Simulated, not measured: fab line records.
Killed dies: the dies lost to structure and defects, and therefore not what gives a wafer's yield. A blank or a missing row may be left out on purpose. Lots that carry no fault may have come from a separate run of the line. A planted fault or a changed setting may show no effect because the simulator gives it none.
Which tool was responsible? / flow n5-finfet / 33 wafers from 11 lots sampled at 2 of the route's 1938 steps

WHAT THE GAUGES READ, wafer by wafer
N5_PASSIVATION_OVL_MEAS_63.
lot=L286; measured=day 12 12:34; on=overlay-02; PAD_OVL (nm)=1 1 3
lot=L287; measured=day 13 06:35; on=overlay-02; PAD_OVL (nm)=-5 -8 -7
lot=L288; measured=day 13 03:59; on=overlay-02; PAD_OVL (nm)=2 -1 -2
lot=L289; measured=day 13 04:32; on=overlay-02; PAD_OVL (nm)=-3 -5 -6
lot=L292; measured=day 13 12:46; on=overlay-02; PAD_OVL (nm)=2 4 0
lot=L298; measured=day 15 09:26; on=overlay-02; PAD_OVL (nm)=-4 7 2
lot=L302; measured=day 16 16:23; on=overlay-02; PAD_OVL (nm)=7 5 1
lot=L303; measured=day 16 21:35; on=overlay-02; PAD_OVL (nm)=8 -1 4
lot=L305; measured=day 16 21:20; on=overlay-01; PAD_OVL (nm)=6 3 1
lot=L307; measured=day 17 19:02; on=overlay-01; PAD_OVL (nm)=-2 -1 -1
lot=L308; measured=day 18 08:44; on=overlay-02; PAD_OVL (nm)=3 1 -7

TOOL THAT RAN EACH LOT (tool first, then ch and the chambers of the sampled wafers, then the start)
lot=L286; N5_BEOL_M3_PRE_CLEAN_45=pvd-sputter-02, day 7 07:23
lot=L287; N5_BEOL_M3_PRE_CLEAN_45=pvd-sputter-02, day 7 15:49
lot=L288; N5_BEOL_M3_PRE_CLEAN_45=pvd-sputter-02, day 7 19:53
lot=L289; N5_BEOL_M3_PRE_CLEAN_45=pvd-sputter-01, day 8 08:22
lot=L292; N5_BEOL_M3_PRE_CLEAN_45=pvd-sputter-02, day 9 00:49
lot=L298; N5_BEOL_M3_PRE_CLEAN_45=pvd-sputter-03, day 10 11:40
lot=L302; N5_BEOL_M3_PRE_CLEAN_45=pvd-sputter-03, day 11 23:18
lot=L303; N5_BEOL_M3_PRE_CLEAN_45=pvd-sputter-02, day 12 00:07
lot=L305; N5_BEOL_M3_PRE_CLEAN_45=pvd-sputter-01, day 12 02:16
lot=L307; N5_BEOL_M3_PRE_CLEAN_45=pvd-sputter-03, day 12 21:20
lot=L308; N5_BEOL_M3_PRE_CLEAN_45=pvd-sputter-01, day 13 18:23
- N5_BEOL_M3_PRE_CLEAN_45: time 30 s.

WHAT THE TOOLS THEMSELVES READ (means of the sampled wafers that have a number; where no wafer has one, the mark that the record gives instead)
N5_BEOL_M3_PRE_CLEAN_45.
lot=L286; tool=pvd-sputter-02; heater-power-w (W)=370
lot=L287; tool=pvd-sputter-02; heater-power-w (W)=366
lot=L288; tool=pvd-sputter-02; heater-power-w (W)=359
lot=L289; tool=pvd-sputter-01; heater-power-w (W)=359
lot=L292; tool=pvd-sputter-02; heater-power-w (W)=372
lot=L298; tool=pvd-sputter-03; heater-power-w (W)=318
lot=L302; tool=pvd-sputter-03; heater-power-w (W)=326
lot=L303; tool=pvd-sputter-02; heater-power-w (W)=346
lot=L305; tool=pvd-sputter-01; heater-power-w (W)=330
lot=L307; tool=pvd-sputter-03; heater-power-w (W)=317
lot=L308; tool=pvd-sputter-01; heater-power-w (W)=362

THE ANSWER, worked out from the rows above alone
Rule: the lots themselves supply what counts as usual. Put in order of their means at a reading, lots are off if they are a third of the lots or fewer, leave a main group of 4 or more, and stand apart from it by a gap of 3 or more times the standard deviation of the main group's means; of several such gaps the widest counts. A main group is skipped when, at the precision printed for the reading in the tables above, its means are all equal. A lot without any number at a reading at which 4 lots or more have one is off too. All remaining lots with rows at the step are treated as sound. First the gauges in route order, then the tools' own readings, where a lot's mean is used as printed above. At the first step where some lot is off, the reading lying furthest off is the one used; lots without a number count as furthest.
No lot is off on any of the readings shown, so nothing can be concluded from this.

WHAT HAD BEEN PUT IN BY THE SIMULATOR
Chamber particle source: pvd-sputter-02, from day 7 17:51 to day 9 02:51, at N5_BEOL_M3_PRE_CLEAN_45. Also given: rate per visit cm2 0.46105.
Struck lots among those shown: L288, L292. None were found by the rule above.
